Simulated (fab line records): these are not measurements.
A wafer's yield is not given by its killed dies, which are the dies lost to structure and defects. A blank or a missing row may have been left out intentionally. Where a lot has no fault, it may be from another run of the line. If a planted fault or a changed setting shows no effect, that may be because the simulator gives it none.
Check of tool commonality + flow n5Finfet + Sample size 11 lots and 33 wafers

WHY IT WAS OPENED
At N5_SD_EPI_P_OVL_MEAS_10 the reading SD_P_BLK_OVL is flagged on 2 of 11 lots. Fault-free wafers read 0.1 nm, with a standard deviation of 0.65.
Rule: flag the lot when none of its wafers has a number, or when each of its wafers that has one lies beyond 4 standard deviations from that mean. All remaining lots are regarded as sound.

| lot  | measured    | on         | SD_P_BLK_OVL (nm), wafer by wafer | flag    |
|------|-------------|------------|-----------------------------------|---------|
| L502 | day 3 04:40 | overlay-02 | 1.1 -1.4 0.3                      |         |
| L504 | day 3 20:38 | overlay-02 | 0.3 -0.3 0.3                      |         |
| L507 | day 4 11:59 | overlay-01 | 0.5 -0.4 -0.4                     |         |
| L508 | day 4 17:05 | overlay-01 | -1.3 0.6 -1.0                     |         |
| L517 | day 6 23:57 | overlay-02 | 72.2 70.9 71.7                    | FLAGGED |
| L518 | day 7 05:13 | overlay-01 | 73.1 72.1 72.7                    | FLAGGED |
| L520 | day 7 16:29 | overlay-01 | -1.2 0.1 -0.1                     |         |
| L521 | day 7 23:02 | overlay-01 | -0.6 0.4 0.0                      |         |
| L522 | day 8 07:57 | overlay-01 | -0.3 0.7 -0.5                     |         |
| L523 | day 8 11:02 | overlay-02 | 0.2 -0.2 0.6                      |         |
| L524 | day 8 19:03 | overlay-02 | -0.5 -0.4 -1.1                    |         |
On average the flagged lots read 72.1 nm, which is +72.0 nm against the usual, or +99 or more standard deviations.

LOT BY LOT: THE TOOL USED
The record holds 4 process steps before the reading, out of a route of 1938 steps. Each cell gives the tool, then ch followed by the chambers the sampled wafers passed through, then the start.
| lot  | flag    | N5_SD_EPI_N_ETCHBACK_44          | N5_SD_EPI_N_STRIP_38               | N5_SD_EPI_N_VAPOR_ETCH_50     | N5_SD_EPI_P_EXPOSE_06            |
|------|---------|----------------------------------|------------------------------------|-------------------------------|----------------------------------|
| L502 |         | rieDiel-01 ch 0,3, day 3 00:50   | plasmaAsher-01 ch 0,1, day 3 01:11 | epiRpcvd-03 ch 0, day 3 01:54 | arfiScanner-02 ch 0, day 3 04:30 |
| L504 |         | rieDiel-04 ch 0,2, day 3 16:39   | plasmaAsher-02 ch 0,1, day 3 17:02 | epiRpcvd-01 ch 0, day 3 17:47 | arfiScanner-01 ch 0, day 3 20:30 |
| L507 |         | rieDiel-03 ch 0,1,2, day 4 08:02 | plasmaAsher-01 ch 0,1, day 4 08:23 | epiRpcvd-02 ch 0, day 4 09:07 | arfiScanner-02 ch 0, day 4 11:50 |
| L508 |         | rieDiel-01 ch 0,1, day 4 13:15   | plasmaAsher-02 ch 0,1, day 4 13:38 | epiRpcvd-01 ch 0, day 4 14:23 | arfiScanner-02 ch 0, day 4 16:56 |
| L517 | FLAGGED | rieDiel-03 ch 1,3, day 6 20:07   | plasmaAsher-02 ch 1, day 6 20:29   | epiRpcvd-03 ch 0, day 6 21:14 | arfiScanner-02 ch 0, day 6 23:48 |
| L518 | FLAGGED | rieDiel-01 ch 0,2,3, day 7 01:23 | plasmaAsher-01 ch 0,1, day 7 01:45 | epiRpcvd-03 ch 0, day 7 02:28 | arfiScanner-02 ch 0, day 7 05:04 |
| L520 |         | rieDiel-03 ch 1,2,3, day 7 12:31 | plasmaAsher-01 ch 0,1, day 7 12:54 | epiRpcvd-03 ch 0, day 7 13:40 | arfiScanner-03 ch 0, day 7 16:20 |
| L521 |         | rieDiel-03 ch 0,2,3, day 7 19:03 | plasmaAsher-01 ch 0,1, day 7 19:25 | epiRpcvd-03 ch 0, day 7 20:08 | arfiScanner-01 ch 0, day 7 22:52 |
| L522 |         | rieDiel-01 ch 0,1,3, day 8 03:59 | plasmaAsher-02 ch 0,1, day 8 04:21 | epiRpcvd-01 ch 0, day 8 05:05 | arfiScanner-03 ch 0, day 8 07:48 |
| L523 |         | rieDiel-01 ch 0,2,3, day 8 07:03 | plasmaAsher-01 ch 0,1, day 8 07:26 | epiRpcvd-02 ch 0, day 8 08:13 | arfiScanner-01 ch 0, day 8 10:53 |
| L524 |         | rieDiel-04 ch 1,2,3, day 8 14:26 | plasmaAsher-02 ch 0,1, day 8 14:48 | epiRpcvd-03 ch 0, day 8 15:40 | arfiScanner-01 ch 0, day 8 18:54 |
What is done by these steps:
- N5_SD_EPI_N_ETCHBACK_44: etches SiNx in CH3F/O2, stops on SiO2, target depth 14.5 nm.
- N5_SD_EPI_N_STRIP_38: strips in N2/H2.
- N5_SD_EPI_N_VAPOR_ETCH_50: etches Si in HCl, time 54 s.
- N5_SD_EPI_P_EXPOSE_06: exposes mask SD P BLK, target cd 240 nm.
- N5_SD_EPI_P_OVL_MEAS_10

FLAGGED OVER TOTAL, TOOL BY TOOL (the gauges that took the reading come last)
| step                      | tool           | lots run | flagged | share of the flagged lots | sound lots run after its first flagged lot |
|---------------------------|----------------|----------|---------|---------------------------|--------------------------------------------|
| N5_SD_EPI_N_ETCHBACK_44   | rieDiel-01     | 5        | 1       | some                      | 2 (L522,L523)                              |
| N5_SD_EPI_N_ETCHBACK_44   | rieDiel-03     | 4        | 1       | some                      | 2 (L520,L521)                              |
| N5_SD_EPI_N_ETCHBACK_44   | rieDiel-04     | 2        | 0       | none                      | -                                          |
| N5_SD_EPI_N_STRIP_38      | plasmaAsher-01 | 6        | 1       | some                      | 3 (L520,L521,L523)                         |
| N5_SD_EPI_N_STRIP_38      | plasmaAsher-02 | 5        | 1       | some                      | 2 (L522,L524)                              |
| N5_SD_EPI_N_VAPOR_ETCH_50 | epiRpcvd-01    | 3        | 0       | none                      | -                                          |
| N5_SD_EPI_N_VAPOR_ETCH_50 | epiRpcvd-02    | 2        | 0       | none                      | -                                          |
| N5_SD_EPI_N_VAPOR_ETCH_50 | epiRpcvd-03    | 6        | 2       | all                       | 3 (L520,L521,L524)                         |
| N5_SD_EPI_P_EXPOSE_06     | arfiScanner-01 | 4        | 0       | none                      | -                                          |
| N5_SD_EPI_P_EXPOSE_06     | arfiScanner-02 | 5        | 2       | all                       | 0                                          |
| N5_SD_EPI_P_EXPOSE_06     | arfiScanner-03 | 2        | 0       | none                      | -                                          |
| N5_SD_EPI_P_OVL_MEAS_10   | overlay-01     | 6        | 1       | some                      | 3 (L520,L521,L522)                         |
| N5_SD_EPI_P_OVL_MEAS_10   | overlay-02     | 5        | 1       | some                      | 2 (L523,L524)                              |

THE TABLE: WHAT IT ALLOWS
Rows of the table that ran all the flagged lots, 2 in number: epiRpcvd-03 at N5_SD_EPI_N_VAPOR_ETCH_50; arfiScanner-02 at N5_SD_EPI_P_EXPOSE_06.
- epiRpcvd-03 at N5_SD_EPI_N_VAPOR_ETCH_50: 2 of its 6 lots flagged. Lots that were sound ran on it after the first flagged one (L520, L521, L524); a persistent fault on the entire tool would not allow that.
- arfiScanner-02 at N5_SD_EPI_P_EXPOSE_06: 2 of its 5 lots flagged. A fault beginning between L508 (day 4 16:56), its last sound lot, and L517 (day 6 23:48), its first flagged one, fits the data.
arfiScanner-02 at N5_SD_EPI_P_EXPOSE_06 is the single tool remaining.

WHAT THE SIMULATOR HAD INSERTED
Scanner matching overlay: arfiScanner-02, from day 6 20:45 on, at N5_SD_EPI_P_EXPOSE_06. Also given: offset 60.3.
Shown lots that were struck: L517, L518. The rule given above showed the same thing.
